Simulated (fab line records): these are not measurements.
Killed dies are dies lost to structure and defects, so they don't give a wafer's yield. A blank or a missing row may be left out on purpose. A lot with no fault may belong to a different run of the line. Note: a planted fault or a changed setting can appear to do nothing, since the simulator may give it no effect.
fab line records	flow n5Finfet
[record] lots = 9	wafers = 27	lastDay = 18
route steps=1938 shown MOL_CONTACT_COAG@630 BEOL_M0_SAQP@634 BEOL_M0_CUTY@710 BEOL_M4@1111 PASSIVATION@1936
lots that met no fault: from a run of the same line without faults
startH: hours from the record's opening day to when the first of the lot's shown wafers began	waitH: how many hours have passed since the lot's step before this one	" the same as in the row above	L1.1+2: a row that stands for several wafers	- no value present, or no start provided	* or withheld: withheld	< > ~ a bound
route shown NAME@n: a module of which the file shows steps, and the number in the route of the first	usual: mean/standard deviation of fault-free wafers	same: alike in all rows	chamber/n: place in a boat	sites: readings site by site	_std_site: the standard deviation of these	_edge_site: the outer-site mean with the inner-site mean subtracted	radiusMm: for every site, how far away it sits from the centre of the wafer	mask NAME#n: copy n	behind: the most recent tool/chamber to have shaped the wafer	hold: what put the lot on hold/how long, in hours/how the hold closed	device: the n, p or np transistor that did not switch	end of line: tests run on the same wafers once the route is complete	for a step that has no rows: nothing shown but its recipe	killed: not the wafer's yield, but the dies lost to structure and defects at the first sort	map: shows each die of a wafer: x if killed, . if not, _ if none is there
set.NAME: the run value of the setting; set.NAME@STEP: its run value at that earlier step	model.NAME: the simulator's own value behind a step, which no gauge read
a sample of lots followed through the steps of the route, with each step as a table and each wafer as a row
services: when a tool's chamber went out of use (startH, in hours from the record's first day, below 0 if earlier), for how many hours, and the reason
[[steps]]
[step N5_MOL_CONTACT_COAG_INSPECT_97]
[recipe] inspectInstrument = darkfield	mode = postAnneal
[usual] rawDefectCount = 41/16
lot.wafer	tool	chamber	startH	waitH	rawDefectCount
L575.3	defectInspect-01	-	106.17	0.1	19
L575.5	"	-	"	"	55
L575.6	"	-	"	"	28
L581.1	defectInspect-02	-	142.78	0.0	38
L581.3	"	-	"	"	45
L581.6	"	-	"	"	26
L582.1	defectInspect-01	-	149.11	0.0	24
L582.2	"	-	"	"	41
L582.5	"	-	"	"	30
L593.1	defectInspect-02	-	215.09	0.0	52
L593.3	"	-	"	"	68
L593.4	"	-	"	"	52
L594.1	defectInspect-01	-	219.76	0.0	19
L594.4	"	-	"	"	63
L594.6	"	-	"	"	40
L595.2	defectInspect-02	-	225.98	0.0	45
L595.4	"	-	"	"	57
L595.5	"	-	"	"	54
L596.3	defectInspect-01	-	232.99	0.1	11
L596.5	"	-	"	"	33
L596.6	"	-	"	"	22
L597.1	defectInspect-01	-	241.97	0.0	49
L597.4	"	-	"	"	23
L597.5	"	-	"	"	35
L598.1	defectInspect-02	-	247.42	0.0	54
L598.5	"	-	"	"	60
L598.6	"	-	"	"	57
[step N5_BEOL_M0_SAQP_HM_DEP_02]
[recipe] material = TiN	targetThkA = 120	tempC = 25	chamberPressurePa = 0.49996
[usual] throttleValvePct = 29.8/0.99
lot.wafer	tool	chamber	startH	waitH	throttleValvePct
L575.3	pvdSputter-03	-	106.75	0.2	28.9
L575.5	"	-	"	"	30.5
L575.6	"	-	"	"	30.3
L581.1	pvdSputter-02	-	144.40	1.2	31.3
L581.3	"	-	"	"	30.0
L581.6	"	-	"	"	31.2
L582.1	pvdSputter-03	-	150.85	1.4	30.1
L582.2	"	-	"	"	28.9
L582.5	"	-	"	"	30.1
L593.1	pvdSputter-01	-	216.47	1.0	28.8
L593.3	"	-	"	"	30.4
L593.4	"	-	"	"	29.4
L594.1	pvdSputter-01	-	220.81	0.7	29.9
L594.4	"	-	"	"	30.4
L594.6	"	-	"	"	30.5
L595.2	pvdSputter-02	-	228.10	1.8	28.2
L595.4	"	-	"	"	29.9
L595.5	"	-	"	"	28.4
L596.3	pvdSputter-01	-	234.79	1.5	30.5
L596.5	"	-	"	"	30.0
L596.6	"	-	"	"	29.4
L597.1	pvdSputter-03	-	242.99	0.6	28.9
L597.4	"	-	"	"	31.0
L597.5	"	-	"	"	28.7
L598.1	pvdSputter-01	-	250.61	2.8	30.3
L598.5	"	-	"	"	29.1
L598.6	"	-	"	"	30.4
[step N5_BEOL_M0_SAQP_PECVD_03]
[recipe] material = SiCN	targetThkA = 120	tempC = withheld	precursor = 3MS/NH3	pressureTorr = 3	rfW = 202	timeS = 21.1
[usual] chamberPressureTorr = 3.000/0.0065	showerheadPlenumPTorr = 3.664/0.013	throttleValvePct = 9.04/0.26
lot.wafer	tool	chamber	startH	waitH	chamberPressureTorr	showerheadPlenumPTorr	throttleValvePct
L575.3	pecvd-03	2	106.87	0.1	3.007	3.665	9.11
L575.5	"	2	"	"	3.008	3.669	9.00
L575.6	"	0	"	"	3.000	3.675	8.95
L581.1	pecvd-03	2	144.52	0.1	2.981	3.666	8.83
L581.3	"	0	"	"	3.008	3.685	9.37
L581.6	"	2	"	"	2.994	3.675	9.09
L582.1	pecvd-03	1	150.98	0.1	2.997	3.676	8.62
L582.2	"	0	"	"	2.997	3.677	9.32
L582.5	"	1	"	"	2.995	3.669	8.77
L593.1	pecvd-03	1	216.60	0.1	3.004	3.673	8.79
L593.3	"	0	"	"	3.006	3.676	9.21
L593.4	"	1	"	"	3.004	3.665	8.66
L594.1	pecvd-03	0	220.94	0.1	3.002	3.681	8.97
L594.4	"	1	"	"	2.996	3.664	9.03
L594.6	"	2	"	"	3.005	3.661	9.14
L595.2	pecvd-02	0	228.23	0.1	2.998	3.674	9.36
L595.4	"	1	"	"	2.993	3.664	9.10
L595.5	"	1	"	"	2.989	3.654	8.97
L596.3	pecvd-03	1	234.91	0.1	3.006	3.664	8.78
L596.5	"	1	"	"	2.994	3.668	8.70
L596.6	"	0	"	"	3.003	3.669	9.35
L597.1	pecvd-03	2	243.16	0.1	2.998	3.677	9.04
L597.4	"	0	"	"	2.984	3.676	9.23
L597.5	"	1	"	"	3.021	3.678	8.63
L598.1	pecvd-01	2	250.73	0.1	3.006	3.654	9.33
L598.5	"	2	"	"	3.001	3.648	9.37
L598.6	"	1	"	"	3.005	3.632	8.82
[step N5_BEOL_M0_SAQP_INSPECT_16]
[recipe] mode = adi	inspectInstrument = brightfield
[usual] rawDefectCount = 489/130
lot.wafer	tool	chamber	startH	waitH	rawDefectCount
L575.3	defectInspect-01	-	107.64	0.0	314
L575.5	"	-	"	"	300
L575.6	"	-	"	"	385
L581.1	defectInspect-01	-	145.28	0.0	1403
L581.3	"	-	"	"	1327
L581.6	"	-	"	"	1071
L582.1	defectInspect-02	-	151.73	0.0	1001
L582.2	"	-	"	"	1139
L582.5	"	-	"	"	1090
L593.1	defectInspect-01	-	217.34	0.0	582
L593.3	"	-	"	"	543
L593.4	"	-	"	"	521
L594.1	defectInspect-02	-	221.58	0.0	283
L594.4	"	-	"	"	436
L594.6	"	-	"	"	467
L595.2	defectInspect-02	-	229.06	0.0	555
L595.4	"	-	"	"	359
L595.5	"	-	"	"	538
L596.3	defectInspect-02	-	235.53	0.0	336
L596.5	"	-	"	"	426
L596.6	"	-	"	"	540
L597.1	defectInspect-02	-	243.82	0.0	634
L597.4	"	-	"	"	607
L597.5	"	-	"	"	609
L598.1	defectInspect-02	-	251.36	0.0	506
L598.5	"	-	"	"	423
L598.6	"	-	"	"	598
[step N5_BEOL_M0_SAQP_MANDREL_ETCH_20]
[recipe] targetDepthA = 600	chemistry = HBr/Cl2	target = a-Si	stopOn = SiNx	btTimeS = 10	maskMaterial = SOC	overEtchFrac = 0.5	timeS = 30	pressureMtorr = 10	icpW = 800	biasW = 75	HBr_flow_sccm = 150	Cl2_flow_sccm = 80	ends = endPoint
[usual] drypumpMotorCurrentA = 5.8/0.4	oesProductAu = 0.777/0.014	throttleValvePct = 35.4/0.46
lot.wafer	tool	chamber	startH	waitH	drypumpMotorCurrentA	oesProductAu	rfHoursCounterH	throttleValvePct
L575.3	rieSi-02	3	108.24	0.0	5.7	0.779	65	35.2
L575.5	"	2	"	"	5.6	0.790	-	35.8
L575.6	"	1	"	"	6.2	0.776	-	36.2
L581.1	rieSi-05	1	145.68	0.0	5.3	0.783	97	35.8
L581.3	"	0	"	"	6.5	0.754	165	34.5
L581.6	"	3	"	"	5.9	0.796	-	35.4
L582.1	rieSi-05	1	152.04	0.0	5.2	0.786	97	35.8
L582.2	"	3	"	"	5.9	0.776	175	35.4
L582.5	"	1	"	"	5.3	0.795	-	35.8
L593.1	rieSi-03	2	217.87	0.0	5.4	0.769	118	35.5
L593.3	"	3	"	"	5.4	0.792	10	34.7
L593.4	"	1	"	"	5.6	0.777	174	35.4
L594.1	rieSi-03	2	221.89	0.0	5.4	0.758	119	35.5
L594.4	"	1	"	"	5.7	0.773	174	35.4
L594.6	"	0	"	"	5.2	0.769	-	35.2
L595.2	rieSi-02	0	229.38	0.0	6.3	0.755	133	35.5
L595.4	"	1	"	"	6.2	0.792	143	36.2
L595.5	"	3	"	"	5.8	0.781	-	35.2
L596.3	rieSi-02	0	235.84	0.0	6.3	0.743	133	35.4
L596.5	"	1	"	"	6.2	0.795	-	36.2
L596.6	"	2	"	"	5.6	0.787	-	35.8
L597.1	rieSi-03	3	244.45	0.0	5.4	0.787	10	34.7
L597.4	"	0	"	"	5.2	0.774	52	35.2
L597.5	"	1	"	"	5.7	0.769	-	35.4
L598.1	rieSi-03	3	251.67	0.0	5.4	0.801	10	34.7
L598.5	"	0	"	"	5.2	0.775	-	35.2
L598.6	"	1	"	"	5.6	0.782	-	35.3
[step N5_BEOL_M0_SAQP_INSPECT_42]
[recipe] mode = adi	inspectInstrument = brightfield
[usual] rawDefectCount = 299/88
lot.wafer	tool	chamber	startH	waitH	rawDefectCount
L575.3	defectInspect-01	-	111.81	0.0	227
L575.5	"	-	"	"	215
L575.6	"	-	"	"	283
L581.1	defectInspect-01	-	150.48	0.1	1045
L581.3	"	-	"	"	915
L581.6	"	-	"	"	933
L582.1	defectInspect-02	-	157.22	0.1	777
L582.2	"	-	"	"	832
L582.5	"	-	"	"	860
L593.1	defectInspect-02	-	221.64	0.1	435
L593.3	"	-	"	"	368
L593.4	"	-	"	"	357
L594.1	defectInspect-01	-	225.64	0.1	221
L594.4	"	-	"	"	282
L594.6	"	-	"	"	306
L595.2	defectInspect-02	-	233.15	0.0	209
L595.4	"	-	"	"	179
L595.5	"	-	"	"	194
L596.3	defectInspect-01	-	241.30	0.0	356
L596.5	"	-	"	"	258
L596.6	"	-	"	"	493
L597.1	defectInspect-01	-	248.39	0.1	373
L597.4	"	-	"	"	383
L597.5	"	-	"	"	229
L598.1	defectInspect-02	-	255.97	0.1	365
L598.5	"	-	"	"	239
L598.6	"	-	"	"	336
[step N5_BEOL_M0_CUTY_INSPECT_59]
[recipe] mode = adi	inspectInstrument = macro
[usual] rawDefectCount = 2.2/1.4
lot.wafer	tool	chamber	startH	waitH	rawDefectCount
L575.3	defectInspect-02	-	113.20	0.0	2
L575.5	"	-	"	"	2
L575.6	"	-	"	"	4
L581.1	defectInspect-02	-	152.44	0.0	>300
L581.3	"	-	"	"	>300
L581.6	"	-	"	"	>300
L582.1	defectInspect-01	-	158.73	0.0	>300
L582.2	"	-	"	"	>300
L582.5	"	-	"	"	>300
L593.1	defectInspect-01	-	223.23	0.0	2
L593.3	"	-	"	"	2
L593.4	"	-	"	"	0
L594.1	defectInspect-01	-	227.03	0.0	0
L594.4	"	-	"	"	1
L594.6	"	-	"	"	1
L595.2	defectInspect-01	-	235.24	0.0	1
L595.4	"	-	"	"	2
L595.5	"	-	"	"	1
L596.3	defectInspect-02	-	243.00	0.0	1
L596.5	"	-	"	"	2
L596.6	"	-	"	"	1
L597.1	defectInspect-02	-	249.67	0.0	2
L597.4	"	-	"	"	3
L597.5	"	-	"	"	1
L598.1	defectInspect-01	-	257.44	0.0	2
L598.5	"	-	"	"	2
L598.6	"	-	"	"	2
[step N5_BEOL_M4_RC_MEAS_101]
[usual] DIBL_N = 36.0/2.5	DIBL_P = 36.7/3	IOFF_N = 0.16/0.043	IOFF_P = 0.21/0.049	ION_N = 673/15	ION_P = 461/9.8	SS_N = 71.5/0.83	SS_P = 73.4/0.83	VT_N = 250/4	VT_P = -251/4
lot.wafer	tool	chamber	startH	waitH	DIBL_N[mV/V]	DIBL_P[mV/V]	IOFF_N[nA/um]	IOFF_P[nA/um]	ION_N[uA/um]	ION_P[uA/um]	SS_N[mV/dec]	SS_P[mV/dec]	VT_N[mV]	VT_P[mV]
L575.3	prober-01	0	161.37	0.3	32.1	33.7	0.12	0.18	657	456	70.5	72.6	254	-254
L575.5	"	0	"	"	33.0	33.8	0.14	0.18	671	459	71.7	72.8	254	-254
L575.6	"	0	"	"	31.8	33.3	0.12	0.17	663	459	70.7	72.1	252	-250
L581.1	prober-01	0	199.92	0.0	34.7	36.8	0.13	0.22	668	469	71.1	74.0	250	-248
L581.3	"	0	"	"	39.3	41.9	0.24	0.32	697	476	72.0	74.6	244	-243
L581.6	"	0	"	"	35.2	37.8	0.14	0.23	660	461	70.2	74.2	253	-248
L582.1	prober-02	0	212.67	0.0	30.3	32.5	0.10	0.14	645	441	71.2	71.8	256	-257
L582.2	"	0	"	"	31.6	34.5	0.12	0.16	651	453	70.9	72.6	252	-254
L582.5	"	0	"	"	36.3	39.7	0.23	0.26	681	464	73.6	73.7	244	-246
L594.1	prober-02	0	288.27	0.0	33.7	35.3	0.12	0.17	674	458	71.4	72.8	255	-256
L594.4	"	0	"	"	35.5	37.1	0.15	0.19	679	461	71.3	73.7	250	-253
L594.6	"	0	"	"	37.5	38.7	0.17	0.20	666	445	72.2	74.1	253	-252
L593.1	prober-02	0	296.13	0.0	34.8	37.1	0.16	0.19	679	462	71.5	73.4	248	-252
L593.3	"	0	"	"	31.6	33.3	0.11	0.14	664	454	70.2	72.8	258	-256
L593.4	"	0	"	"	27.6	28.4	0.07	0.11	649	455	69.4	71.7	258	-257
L595.2	prober-01	0	296.14	0.2	37.2	38.7	0.19	0.26	677	464	71.9	73.6	248	-248
L595.4	"	0	"	"	33.4	33.9	0.13	0.19	662	463	70.9	72.9	253	-250
L595.5	"	0	"	"	34.2	34.3	0.15	0.20	682	472	71.5	72.6	246	-249
L596.3	prober-01	0	305.45	0.3	36.2	37.5	0.17	0.23	690	470	71.2	73.6	246	-248
L596.5	"	0	"	"	35.2	35.9	0.15	0.21	686	475	71.5	72.8	250	-248
L596.6	"	0	"	"	38.7	40.4	0.22	0.29	685	466	72.0	74.1	244	-246
L597.1	prober-01	0	319.88	0.0	36.6	39.2	0.19	0.24	694	479	70.8	73.8	242	-249
L597.4	"	0	"	"	35.8	38.0	0.16	0.21	684	469	71.7	73.5	248	-251
L597.5	"	0	"	"	35.0	36.9	0.14	0.20	669	461	71.0	73.1	252	-250
L598.1	prober-01	0	325.33	0.0	35.6	36.6	0.14	0.17	672	454	71.1	72.9	252	-256
L598.5	"	0	"	"	37.2	38.3	0.17	0.19	683	463	71.8	73.6	251	-254
L598.6	"	0	"	"	35.3	36.1	0.13	0.16	650	445	70.9	73.2	254	-258
[step N5_PASSIVATION_PROBE_49]
[usual] defectLimitedYield = 91.1/1.5	killed_at_M0_to_M3 = 37/11	killed_at_M4_up = 13/5.6	killedAtContacts = 12/5.6	killedAtFrontEnd = 39/11	killedAtOther = 4/3.1	killedDies = 105/18	killedOpen = 69/13	killedShort = 35/7.4	sort_bin_5_function = 5.1/0.92	sort_bin_6_memory = 3.4/0.76	sort_bin_8_speed = 0.02/0.11	sortNPass = 1075/18	sortYieldPct = 91.1/1.5
[same] grossDies = 1180	killedAtBackSide = 0	sort_bin_4_leakage[%] = 0
lot.wafer	tool	chamber	startH	waitH	defectLimitedYield[%]	killed_at_M0_to_M3	killed_at_M4_up	killedAtContacts	killedAtFrontEnd	killedAtOther	killedDies	killedOpen	killedShort	sort_bin_5_function[%]	sort_bin_6_memory[%]	sort_bin_8_speed[%]	sortNPass	sortYieldPct[%]
L581.1	prober-01	-	301.72	0.0	82.6	122	9	10	58	6	205	83	41	11.0	4.2	0	975	82.6
L581.3	prober-01	-	301.82	0.1	80.3	159	17	6	44	6	232	66	40	12.1	4.7	0	948	80.3
L581.6	prober-01	-	301.97	0.3	84.3	107	13	12	45	8	185	61	45	9.8	4.3	0	995	84.3
L582.1	prober-02	-	310.29	0.0	83.3	143	10	14	28	2	197	54	21	10.0	3.8	0.17	981	83.1
L582.2	prober-02	-	310.34	0.1	82.4	144	16	17	30	1	208	57	30	11.9	3.4	0	972	82.4
L582.5	prober-02	-	310.49	0.2	81.9	152	14	11	36	1	214	58	32	11.9	4.2	0	966	81.9
L594.1	prober-02	-	391.82	0.0	87.7	68	7	11	53	6	145	104	41	7.5	4.2	0	1035	87.7
L594.4	prober-02	-	391.97	0.2	88.2	48	21	14	51	5	139	94	43	7.5	3.6	0	1041	88.2
L594.6	prober-02	-	392.07	0.3	90.8	42	22	7	37	0	108	71	37	5.8	2.8	0	1072	90.8
L595.2	prober-02	-	406.93	0.1	91.1	32	33	9	30	1	105	67	34	5.3	3.3	0	1075	91.1
L595.5	prober-02	-	407.08	0.2	91.4	44	20	4	27	6	101	68	32	5.1	3.3	0	1079	91.4
L593.1	prober-02	-	410.03	0.0	92.8	25	10	13	33	4	85	53	30	5.0	1.9	0	1095	92.8
L593.3	prober-02	-	410.13	0.1	90.6	33	20	19	38	1	111	70	38	4.9	4.2	0	1069	90.6
L593.4	prober-02	-	410.18	0.2	92.8	22	13	8	40	2	85	58	26	4.2	2.8	0	1095	92.8
L597.1	prober-02	-	422.67	0.0	88.8	43	14	11	62	2	132	90	42	5.9	5.2	0	1048	88.8
L597.4	prober-02	-	422.82	0.2	88.7	47	31	10	45	0	133	91	42	5.8	5.0	0	1047	88.7
L597.5	prober-02	-	422.87	0.2	89.3	49	15	5	54	3	126	83	41	6.4	3.7	0	1054	89.3
// killed by level:class
L581.1 BEOL_M0_SAQP:unspecified=79 FIN_SAQP:geometricParticle:open=15 STI_FIN_REVEAL:geometricParticle:open=15 FIN_SAQP:geometricParticle:short=12 BEOL_M0_SAQP:geometricParticle:open=12 BEOL_M0_SAQP:geometricParticle:short=10 BEOL_M3:geometricParticle:open=8 MOL_CONTACT_COAG:geometricParticle:open=7
L581.3 BEOL_M0_SAQP:unspecified=124 FIN_SAQP:geometricParticle:short=15 BEOL_M2:geometricParticle:open=11 FIN_SAQP:geometricParticle:open=9 STI_FIN_REVEAL:geometricParticle:open=9 BEOL_M0_SAQP:geometricParticle:short=7 BEOL_M0_SAQP:geometricParticle:open=6 MOL_CONTACT_COAG:geometricParticle:open=5
L581.6 BEOL_M0_SAQP:unspecified=77 FIN_SAQP:geometricParticle:short=18 MOL_CONTACT_COAG:geometricParticle:open=10 FIN_SAQP:geometricParticle:open=9 BEOL_M0_SAQP:geometricParticle:open=8 BEOL_M0_SAQP:geometricParticle:short=6 BEOL_M3:geometricParticle:open=6 MIM_TOP_ETCH:geometricParticle:short=5
L582.1 BEOL_M0_SAQP:unspecified=122 STI_FIN_REVEAL:geometricParticle:open=10 MOL_CONTACT_COAG:geometricParticle:open=10 BEOL_M4:geometricParticle:open=7 BEOL_M0_SAQP:geometricParticle:short=6 BEOL_M0_SAQP:geometricParticle:open=5 BEOL_M2:geometricParticle:open=5 FIN_SAQP:geometricParticle:short=4
L582.2 BEOL_M0_SAQP:unspecified=121 MOL_CONTACT_COAG:geometricParticle:open=10 BEOL_M4:geometricParticle:open=8 MOL_CONTACT_COAG:geometricParticle:short=7 FIN_SAQP:geometricParticle:open=6 STI_FIN_REVEAL:geometricParticle:open=6 DUMMY_GATE:geometricParticle:open=6 BEOL_M3:geometricParticle:open=5
L582.5 BEOL_M0_SAQP:unspecified=124 STI_FIN_REVEAL:geometricParticle:open=12 FIN_SAQP:geometricParticle:short=9 BEOL_M3:geometricParticle:open=8 MOL_CONTACT_COAG:geometricParticle:open=6 DUMMY_GATE:geometricParticle:open=5 MOL_CONTACT_COAG:geometricParticle:short=5 BEOL_M0_SAQP:geometricParticle:short=5
L594.1 STI_FIN_REVEAL:geometricParticle:open=22 BEOL_M1:geometricParticle:open=16 BEOL_M0_SAQP:geometricParticle:short=12 BEOL_M2:geometricParticle:open=11 BEOL_M0_SAQP:geometricParticle:open=10 FIN_SAQP:geometricParticle:open=9 DUMMY_GATE:geometricParticle:open=9 BEOL_M3:geometricParticle:open=9
L594.4 FIN_SAQP:geometricParticle:open=17 BEOL_M0_SAQP:geometricParticle:open=13 BEOL_M0_SAQP:geometricParticle:short=12 DUMMY_GATE:geometricParticle:open=12 MOL_CONTACT_COAG:geometricParticle:open=12 BEOL_M4:geometricParticle:open=10 FIN_SAQP:geometricParticle:short=7 STI_FIN_REVEAL:geometricParticle:open=7
L594.6 BEOL_M4:geometricParticle:open=10 BEOL_M2:geometricParticle:short=9 BEOL_M0_SAQP:geometricParticle:open=8 BEOL_M1:geometricParticle:open=8 FIN_SAQP:geometricParticle:open=7 STI_FIN_REVEAL:geometricParticle:open=7 GATE_CUT:geometricParticle:short=6 MOL_CONTACT_COAG:geometricParticle:open=6
L595.2 BEOL_M4:geometricParticle:open=18 BEOL_M0_SAQP:geometricParticle:short=8 FIN_SAQP:geometricParticle:short=7 FIN_SAQP:geometricParticle:open=7 STI_FIN_REVEAL:geometricParticle:open=7 BEOL_M0_SAQP:geometricParticle:open=7 BEOL_M4:geometricParticle:short=6 MOL_CONTACT_COAG:geometricParticle:open=5
L595.5 BEOL_M4:geometricParticle:open=10 BEOL_M0_SAQP:geometricParticle:open=9 FIN_SAQP:geometricParticle:open=8 BEOL_M1:geometricParticle:open=8 FIN_SAQP:geometricParticle:short=7 BEOL_M3:geometricParticle:open=7 BEOL_M0_SAQP:geometricParticle:short=6 BEOL_M2:geometricParticle:open=6
L593.1 MOL_CONTACT_COAG:geometricParticle:open=12 FIN_SAQP:geometricParticle:open=8 STI_FIN_REVEAL:geometricParticle:open=7 GATE_CUT:geometricParticle:short=7 BEOL_M1:geometricParticle:open=5 BEOL_M3:geometricParticle:open=4 BEOL_M2:geometricParticle:short=4 BEOL_M1:geometricParticle:short=3
L593.3 MOL_CONTACT_COAG:geometricParticle:open=16 FIN_SAQP:geometricParticle:open=9 FIN_SAQP:geometricParticle:short=8 BEOL_M3:geometricParticle:open=8 BEOL_M4:geometricParticle:open=6 BEOL_M0_SAQP:geometricParticle:open=5 BEOL_M2:geometricParticle:short=4 BEOL_M3:geometricParticle:short=4
L593.4 GATE_CUT:geometricParticle:open=9 MOL_CONTACT_COAG:geometricParticle:open=8 FIN_SAQP:geometricParticle:open=7 BEOL_M3:geometricParticle:open=6 GATE_CUT:geometricParticle:short=6 BEOL_M1:geometricParticle:short=6 BEOL_M4:geometricParticle:open=6 FIN_SAQP:geometricParticle:short=5
L597.1 STI_FIN_REVEAL:geometricParticle:open=18 FIN_SAQP:geometricParticle:open=16 FIN_SAQP:geometricParticle:short=10 BEOL_M0_SAQP:geometricParticle:open=10 BEOL_M0_SAQP:geometricParticle:short=9 MOL_CONTACT_COAG:geometricParticle:open=8 BEOL_M2:geometricParticle:open=7 STI_FIN_REVEAL:geometricParticle:short=5
L597.4 BEOL_M4:geometricParticle:open=14 BEOL_M0_SAQP:geometricParticle:open=13 FIN_SAQP:geometricParticle:short=11 FIN_SAQP:geometricParticle:open=11 STI_FIN_REVEAL:geometricParticle:open=9 BEOL_M2:geometricParticle:open=8 BEOL_M5:geometricParticle:open=8 MOL_CONTACT_COAG:geometricParticle:open=7
L597.5 FIN_SAQP:geometricParticle:open=17 FIN_SAQP:geometricParticle:short=13 BEOL_M1:geometricParticle:open=11 BEOL_M2:geometricParticle:open=9 BEOL_M0_SAQP:geometricParticle:open=6 BEOL_M3:geometricParticle:open=6 BEOL_M4:geometricParticle:open=6 BEOL_M0_SAQP:geometricParticle:short=5
[[services]]
tool	chamber	startH	hours	kind
pecvd-03	2	92.75	11.3	repair
rieSi-02	2	95.57	6.3	repair
pvdSputter-03	-	114.84	6.2	repair
pecvd-01	2	123.34	2.1	scheduledDown
pecvd-02	-	128.27	6.0	pm
pecvd-02	-	183.88	14.6	pm
pecvd-01	2	185.92	28.9	repair
pecvd-02	2	202.38	-	clean
pecvd-02	2	202.38	-	consumableReplace:showerhead
pecvd-02	2	202.38	29.0	scheduledDown
pecvd-02	2	202.38	29.0	ventCycle
rieSi-02	2	203.10	1.0	repair
rieSi-03	-	206.66	0.2	repair
rieSi-03	-	237.16	0.1	repair
pecvd-02	2	242.56	2.1	scheduledDown
[[key]]
[firstSign] step = N5_BEOL_M0_SAQP_INSPECT_16	reading = rawDefectCount	direction = up	sigmas = 5.4	usual = 489	struck = 1172
[effect] step = N5_BEOL_M0_SAQP_INSPECT_42	reading = rawDefectCount	direction = up	sigmas = 6.7	usual = 299	struck = 894
[effect] step = N5_BEOL_M0_CUTY_INSPECT_59	reading = rawDefectCount	direction = up	sigmas = 99+	usual = 2.2	struck = >300
[effect] step = N5_PASSIVATION_PROBE_49	reading = killed_at_M0_to_M3	direction = up	sigmas = 9.2	usual = 37	struck = 138
[moreKillsBornAt] N5_BEOL_M0_SAQP_PECVD_03@pecvd-03 = 647
metAt N5_BEOL_M0_SAQP_PECVD_03
struckLots L581,L582
notActingAt N5_MOL_CONTACT_COAG_INSPECT_97,N5_BEOL_M0_SAQP_HM_DEP_02,N5_BEOL_M0_SAQP_MANDREL_ETCH_20
onsetBetween 106.87 144.52
[fault] kind = chamberParticleSource	tool = pecvd-03	chamber = -	onsetH = 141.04	steps = N5_BEOL_M0_SAQP_PECVD_03	ratePerVisitCm2 = 0.90747	endH = 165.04
